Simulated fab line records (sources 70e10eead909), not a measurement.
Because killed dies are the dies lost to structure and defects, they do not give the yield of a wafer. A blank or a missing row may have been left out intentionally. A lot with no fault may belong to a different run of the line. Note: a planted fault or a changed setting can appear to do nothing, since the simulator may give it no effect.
fab line records | flow nand-harc | part 2 of 2: steps 25 to 37 of 37
[record] lots = 5 wafers = 15 last-day = 32
route steps=1302 shown A_CHANNEL_FILL_D1@496 A_DECK1_JOINT@518
lots that met no fault: taken from a fault-free run of the same line
start-h: hours from the record's first day to the start of the lot's first wafer shown | wait-h: hours since the lot's step before | " as in the row above | L1.1+2: a single row standing in for several wafers | - value missing, or start not given | * or withheld: withheld | < > ~ a bound
route shown NAME@n: a module of which the file shows steps, and the number in the route of the first | usual: mean/standard deviation taken from wafers without a fault | same: alike in all rows | chamber/n: place in a boat | sites: per-site readings | _std_site: the values' standard deviation | _edge_site: inner sites' mean taken away from outer sites' mean | radius-mm: how far each site lies from the wafer's centre | mask NAME#n: copy n | behind: tool/chamber where the wafer was last shaped | hold: the reason the lot was held/the length of the hold in hours/how it ended | device: whichever transistor did not switch (one of n, p or np) | end of line: tests run on the same wafers once the route is complete | a step without rows: its recipe alone | killed: dies lost to structure and defects at the first sort, not the wafer's yield | map: a wafer's dies, marking killed ones x, the rest . and places with no die _
set.NAME: the setting that was run; set.NAME@STEP: the one run at that earlier step | model.NAME: the simulator's own value behind a step, which no gauge read
lots at some steps of the route; a table a step, a row a wafer
services: the hour from which a tool's chamber was out of use, counted from the record's first day as start-h (under 0 if before that day), plus the number of hours and why
[[steps]]
[step NHARC_A_DECK1_JOINT_ETCH_09]
[recipe] target-depth-a = 50 chemistry = dHF material = SiO2
// columns lot.wafer tool chamber start-h wait-h
L076.3+4+1 wet-bench-04 7,0,1 263.22 0.0
L082.4+1+2 wet-bench-05 4,6,0 326.32 0.0
L085.6+4+5 wet-bench-04 0,2,3 352.21 0.0
L090.3+4+1 wet-bench-04 3,4,5 399.85 0.0
L094.3+1+6 wet-bench-04 2,4,6 450.74 0.0
[step NHARC_A_DECK1_JOINT_WET_10]
[recipe] temp-c = 160 time-s = 86 chemistry = H3PO4
[usual] bath-heat-duty-pct = 26.5/1.6
// columns lot.wafer tool chamber start-h wait-h bath-heat-duty-pct
L076.1 wet-h3po4-01 0 264.91 1.7 25.3
L076.3 " 0 " " 24.2
L076.4 " 0 " " 25.5
L082.1 wet-h3po4-02 1 331.00 4.7 26.3
L082.2 " 1 " " 29.4
L082.4 " 1 " " 25.3
L085.4 wet-h3po4-02 0 353.90 1.7 26.3
L085.5 " 0 " " 25.9
L085.6 " 0 " " 25.3
L090.1 wet-h3po4-01 0 401.53 1.7 25.8
L090.3 " 0 " " 26.0
L090.4 " 0 " " 26.2
L094.1 wet-h3po4-01 0 452.43 1.7 26.4
L094.3 " 0 " " 27.6
L094.6 " 0 " " 24.7
[step NHARC_A_DECK1_JOINT_ETCH_11]
[recipe] target-depth-a = 350 chemistry = dHF material = SiO2
// columns lot.wafer tool chamber start-h wait-h
L076.3+1+4 wet-bench-04 1,3,5 265.46 0.0
L082.2+4+1 wet-bench-04 1,3,4 331.64 0.1
L085.5+6+4 wet-bench-04 1,3,5 354.48 0.0
L090.4+3+1 wet-bench-04 4,5,1 402.07 0.0
L094.6+3+1 wet-bench-07 6,0,3 452.98 0.0
[step NHARC_A_DECK1_JOINT_CVD_12]
[recipe] target-thk-a = 900 temp-c = 620 pressure-mtorr = 200 time-s = 1800 material = poly-Si
[usual] spike-tc-centre-C = 621.4/1.3
// columns lot.wafer tool chamber start-h wait-h spike-tc-centre-C
L076.1 lpcvd-poly-01 0 268.12 2.6 623.9
L076.3 " 0 " " 622.1
L076.4 " 0 " " 621.0
L082.1 lpcvd-poly-01 0 334.22 2.4 623.1
L082.2 " 0 " " 622.9
L082.4 " 0 " " 623.2
L085.4 lpcvd-poly-03 0 356.96 2.4 620.4
L085.5 " 0 " " 620.9
L085.6 " 0 " " 621.2
L090.1 lpcvd-poly-01 0 404.73 2.5 623.0
L090.3 " 0 " " 622.7
L090.4 " 0 " " 620.0
L094.1 lpcvd-poly-01 0 455.64 2.5 622.8
L094.3 " 0 " " 623.4
L094.6 " 0 " " 621.3
[step NHARC_A_DECK1_JOINT_CMP_13]
[recipe] target-thk-nm = 51.023
[usual] motor-current-A = 12.3/1.1 time-to-endpoint-s = 8.6/2.9
// columns lot.wafer tool chamber start-h wait-h motor-current-A time-to-endpoint-s
L076.1 cmp-03 0 270.97 0.4 12.1 9.6
L076.3 " 1 " " 10.4 11.6
L076.4 " 2 " " 11.6 14.0
L082.2 cmp-03 2 337.11 0.4 11.7 11.2
L082.4 " 3 " " 13.0 8.8
L082.1 " 0 " " 12.8 6.4
L085.4 cmp-03 1 359.77 0.4 10.8 8.4
L085.5 " 1 " " 10.8 10.0
L085.6 " 2 " " 12.1 10.7
L090.1 cmp-03 3 407.55 0.4 13.9 7.2
L090.4 " 0 " " 13.3 3.3
L090.3 " 2 " " 11.3 7.3
L094.3 cmp-02 0 458.48 0.4 11.9 4.6
L094.1 " 2 " " 12.1 5.2
L094.6 " 0 " " 12.0 5.2
[step NHARC_A_DECK1_JOINT_THK_MEAS_14]
[recipe] thk-meas-gauge = ellipsometry
[usual] thk-nm = 51.0/1.6
// columns lot.wafer tool chamber start-h wait-h thk-nm
L076.1 film-metro-02 - 271.20 0.2 49.3
L076.3 " - " " 52.0
L076.4 " - " " 50.7
L082.1 film-metro-01 - 337.34 0.2 48.5
L082.2 " - " " 50.0
L082.4 " - " " 50.8
L085.4 film-metro-02 - 360.02 0.2 52.1
L085.5 " - " " 52.9
L085.6 " - " " 54.1
L090.1 film-metro-01 - 407.81 0.2 51.7
L090.3 " - " " 51.1
L090.4 " - " " 49.6
L094.1 film-metro-01 - 458.75 0.2 50.1
L094.3 " - " " 52.0
L094.6 " - " " 48.6
[step NHARC_A_DECK1_JOINT_SRD_04]
// columns lot.wafer tool chamber start-h wait-h
L076.1+3+4 wet-bench-07 0,2,5 271.24 0.0
L082.4+1+2 wet-bench-04 6,7,1 337.39 0.0
L085.5+6+4 wet-bench-05 4,6,1 360.06 0.0
L090.3+1+4 wet-bench-07 1,3,6 407.85 0.0
L094.1+6+3 wet-bench-07 1,4,6 458.79 0.0
[step NHARC_A_DECK1_JOINT_ETCHBACK_00]
[recipe] target-depth-a = 300 time-s = 17.4 hbr-flow-sccm = 150 rf-w = 350 icp-w = 350 bias-w = 60 chemistry = HBr
[usual] drypump-motor-current-A = 5.9/0.57 oes-product-au = 1.001/0.015 throttle-valve-pct = 23.266/0.0089
// columns lot.wafer tool chamber start-h wait-h drypump-motor-current-A oes-product-au rf-hours-counter-h throttle-valve-pct
L076.3 rie-si-06 0 271.34 0.1 5.7 0.980 0.0 23.254
L076.4 " 1 " " 5.8 1.000 0.1 23.268
L076.1 " 2 " " 5.5 1.022 0.1 23.261
L082.2 rie-si-02 1 337.48 0.1 6.4 1.003 0.3 23.268
L082.1 " 2 " " 5.0 1.020 0.3 23.266
L082.4 " 3 " " 5.8 1.013 0.4 23.248
L085.4 rie-si-04 1 360.19 0.1 6.0 0.977 0.0 23.279
L085.5 " 2 " " 5.9 1.011 - 23.277
L085.6 " 3 " " 6.8 0.998 - 23.270
L090.1 rie-si-02 2 407.94 0.1 5.0 1.005 0.7 23.254
L090.3 " 3 " " 5.8 1.011 0.8 23.251
L090.4 " 1 " " 6.3 0.990 0.7 23.251
L094.3 rie-si-04 3 458.88 0.1 6.8 0.996 0.7 23.262
L094.1 " 0 " " 6.5 0.980 0.7 23.264
L094.6 " 2 " " 5.9 1.011 - 23.266
[step NHARC_A_DECK1_JOINT_PRECLEAN_30]
[recipe] time-s = * temp-c = 50 bath-age-min = 0 chemistry = SC1
[usual] bath-heat-duty-pct = 7.4/1 nh4oh-flow-mL-min = 28.31/0.096
// columns lot.wafer tool chamber start-h wait-h bath-heat-duty-pct nh4oh-flow-mL-min
L076.3 wet-bench-05 6 271.48 0.1 7.4 28.43
L076.1 " 0 " " 7.3 28.31
L076.4 " 1 " " 6.3 28.25
L082.1 wet-bench-04 3 337.63 0.1 5.9 28.37
L082.2 " 4 " " 9.1 28.28
L082.4 " 5 " " 7.3 28.25
L085.4 wet-bench-07 5 360.29 0.1 6.6 28.38
L085.6 " 6 " " 7.7 28.25
L085.5 " 0 " " 7.3 28.40
L090.3 wet-bench-07 3 408.09 0.1 8.3 28.25
L090.1 " 4 " " 8.1 28.39
L090.4 " 5 " " 7.2 28.26
L094.1 wet-bench-04 3 459.06 0.1 5.6 28.19
L094.6 " 4 " " 8.7 28.21
L094.3 " 6 " " 7.8 28.30
[step NHARC_A_DECK1_JOINT_SRD_31]
// columns lot.wafer tool chamber start-h wait-h
L076.3+1+4 wet-bench-05 6,0,1 - -
L082.1+2+4 wet-bench-04 3,4,5 - -
L085.4+6+5 wet-bench-07 5,6,0 - -
L090.3+1+4 wet-bench-07 3,4,5 - -
L094.1+6+3 wet-bench-04 3,4,6 - -
[step NHARC_A_DECK1_JOINT_CVD_34]
[recipe] target-thk-a = 200 temp-c = 700 pressure-mtorr = 300 material = SiNx
[usual] spike-tc-centre-C = 700.8/1.5
// columns lot.wafer tool chamber start-h wait-h spike-tc-centre-C
L076.1 lpcvd-01 0 274.71 - 699.6
L076.3 " 0 " " 698.4
L076.4 " 0 " " 697.8
L082.1 lpcvd-01 1 340.85 - 703.0
L082.2 " 1 " " 702.5
L082.4 " 1 " " 702.5
L085.4 lpcvd-01 0 365.29 - 699.8
L085.5 " 0 " " 700.5
L085.6 " 0 " " 700.8
L090.1 lpcvd-01 0 415.12 - 701.0
L090.3 " 0 " " 702.0
L090.4 " 0 " " 701.2
L094.1 lpcvd-01 0 462.25 - 697.9
L094.3 " 0 " " 697.2
L094.6 " 0 " " 700.0
[step NHARC_A_DECK1_JOINT_DEP_06]
[recipe] target-thk-a = 800 temp-c = 65 material = SiOx
// columns lot.wafer tool chamber start-h wait-h
L076.1+3+4 fcvd-01 1,1,0 277.95 0.4
L082.2+1+4 fcvd-02 1,0,1 344.06 0.4
L085.4+6+5 fcvd-02 0,1,0 368.62 0.5
L090.1+3+4 fcvd-02 1,0,1 418.39 0.4
L094.1+3+6 fcvd-01 0,1,1 465.54 0.4
[step NHARC_A_DECK1_JOINT_CURE_26]
[recipe] temp-c = 150 time-s = 32 pressure-atm = 0.395
// columns lot.wafer tool chamber start-h wait-h
L076.1+3+4 fcvd-01 1,1,0 278.13 0.1
L082.2+1+4 fcvd-02 1,0,1 344.24 0.1
L085.4+6+5 fcvd-02 0,1,0 368.75 0.1
L090.1+3+4 fcvd-02 1,0,1 418.55 0.1
L094.1+3+6 fcvd-01 0,1,1 465.70 0.1
[[services]]
// columns tool chamber start-h hours kind
fcvd-02 1 198.08 7.4 repair
rie-diel-01 - 203.80 9.0 pm
rie-diel-03 3 208.75 21.2 repair
wet-bench-04 - 227.20 8.0 pm
rie-diel-01 3 241.25 8.4 repair
rie-diel-03 - 250.18 1.0 repair
wet-bench-05 - 260.80 8.0 pm
fcvd-02 - 269.04 13.0 pm
rie-diel-03 0 271.41 5.2 repair
wet-bench-01 - 277.60 8.0 pm
wet-bench-05 - 279.88 5.2 repair
rie-diel-03 - 281.30 9.0 pm
ald-hk-01 - 296.17 10.0 pm
rie-diel-03 3 320.88 14.5 repair
wet-bench-07 - 336.00 8.0 pm
wet-bench-09 - 352.83 8.0 pm
wet-bench-06 - 369.60 8.0 pm
rie-diel-01 2 378.22 4.1 repair
rie-diel-01 - 380.80 9.0 pm
rie-diel-01 - 395.79 0.6 repair
wet-bench-04 - 403.20 8.0 pm
wet-bench-05 - 436.80 8.0 pm
wet-bench-01 - 447.93 1.7 repair
wet-bench-01 - 453.60 8.0 pm
